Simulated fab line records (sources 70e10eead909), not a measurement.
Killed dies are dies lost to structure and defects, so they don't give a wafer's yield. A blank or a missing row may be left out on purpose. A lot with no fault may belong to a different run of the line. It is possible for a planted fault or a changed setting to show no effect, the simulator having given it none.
A lot that was struck, set against a sound lot :: flow nandHarc :: 17 out of 1302 route steps
Sound: the wafers L911.1, L911.5, L911.6. Wafers L910.2, L910.5, L910.6 were the ones struck. Last of all comes the cause.
Each step with rows lists, per side, the tool, then ch with its chambers, then its first start. Under that, the readings that differ: sound wafers :: struck wafers :: difference of the means :: sigmas: that difference in standard deviations of wafers without a fault.
alike: a reading whose means differ by less than 2 such deviations, as well as words and numbers matching on both sides. not compared: withheld readings; readings where some wafer has no value; bounds like >300 that might hide an equal value; numbers whose values overlap and for which the record gives no deviation.
A row with sigmas, a row that says differs or no value, or rows on one side alone: a step with any of these is where the two part. When numbers do not overlap yet have no deviation, they are printed without sigmas and do not part them. A reading missing from all wafers of one side parts the sides only when that side holds two or more wafers.

NHARC_P_M1_INSPECT_11:
  sound: defectInspect-02 at day 12 18:56; struck: defectInspect-01 at day 12 08:02
  alike: rawDefectCount
then, 2 steps without rows for these wafers: NHARC_P_M1_DESCUM_14 (chemistry O2, time 3 s); NHARC_P_M1_ETCH_35 (etches the open film in N2/H2, target depth 40 nm, overetch 12 nm, time 43.94 s).
NHARC_P_M1_ETCH_15: etches the open film in C4F8/Ar, target depth 182.5 nm, time 91.2 s.
  sound: rieDiel-06 ch 0,1,2; struck: rieDiel-03 ch 0,1,2
  alike: oesProductAu, rfVppV
  not compared: rfHoursCounterH
NHARC_P_M1_CD_MEAS_16:
  sound: cdSem-03 at day 12 19:18; struck: cdSem-01 at day 12 08:27
  alike: cdNm
NHARC_P_M1_STRIP_18: strips in N2/H2.
  sound on rieDiel-06 ch 1,2, day 12 19:24; struck on rieDiel-06 ch 1,2, day 12 08:31
  alike: drypumpMotorCurrentA, mfcArSccm, n2FlowSccm, oesProductAu, rfVppV, showerheadPlenumPTorr, throttleValvePct
  not compared: rfHoursCounterH
NHARC_P_M1_ETCH_28: etches the open film in CF4/N2, target depth 30 nm, time 72.99 s.
  sound: rieDiel-06 ch 0,1; struck: rieDiel-06 ch 1,2,3
  alike: drypumpMotorCurrentA, mfcArSccm, n2FlowSccm, oesProductAu, rfVppV, showerheadPlenumPTorr, throttleValvePct
  not compared: rfHoursCounterH
then, 2 steps without rows for these wafers: NHARC_P_M1_STRIP_19 (strips in post etch residue remover, time 600 s); NHARC_P_M1_DEGAS_29 (time 60 s).
NHARC_P_M1_PRE_CLEAN_30: time 30 s.
  sound on pvdSputter-01; struck on pvdSputter-02
  alike: heaterPowerW, susceptorTempC
NHARC_P_M1_PVD_20: deposits TaN, target thk 5 nm, time 8.06 s.
  sound on pvdSputter-01; struck on pvdSputter-02
reading: throttleValvePct (%)
sound: 31.6 31.3 30.8
struck: 30.2 29.2 28.4
difference: -2.0
sigmas: -2
  alike: biasV, chamberPressurePa
then, 1 step without rows for these wafers: NHARC_P_M1_PVD_21 (deposits Cu, target thk 30 nm, time 20.49 s).
NHARC_P_M1_ECD_22: material Cu, target thk 400 nm.
  sound on ecdCu-01 ch 0,1, day 12 20:23; struck on ecdCu-02 ch 0,1, day 12 09:31
  no value came back on the struck wafers for bathHeatDutyPct (%), bathTempC (C); on the sound wafers bathHeatDutyPct (%) reads 5.3 4.5 5.2
then, 1 step without rows for these wafers: NHARC_P_M1_ANNEAL_31 (time 90 s).
NHARC_P_M1_CMP_23: polishes, t overpolish 20 s, target thk 157.82 nm.
  sound on cmp-02 ch 0,3, day 12 21:10; struck on cmp-04 ch 2,3, day 12 10:14
reading: timeToEndpointS (s)
sound: 21 30 22
struck: 0 2 0
difference: -24
sigmas: -7
  alike: edgeZonePressureFrac, motorCurrentA
  not compared: padLifeWafers
NHARC_P_M1_THK_MEAS_24: measures by xrf.
  sound: filmMetro-02 at day 12 21:28; struck: filmMetro-01 at day 12 10:33
reading: thkNm (nm)
sound: 153.5 156.4 154.8
struck: 30.1 28.1 30.4
difference: -125.4
sigmas: -70
following that, these wafers have no rows for 1 step: NHARC_P_M1_SRD_25.

WHERE THEY PART
First at NHARC_P_M1_PVD_20; last, within this record, at NHARC_P_M1_THK_MEAS_24.

WHY: what the simulator had put in
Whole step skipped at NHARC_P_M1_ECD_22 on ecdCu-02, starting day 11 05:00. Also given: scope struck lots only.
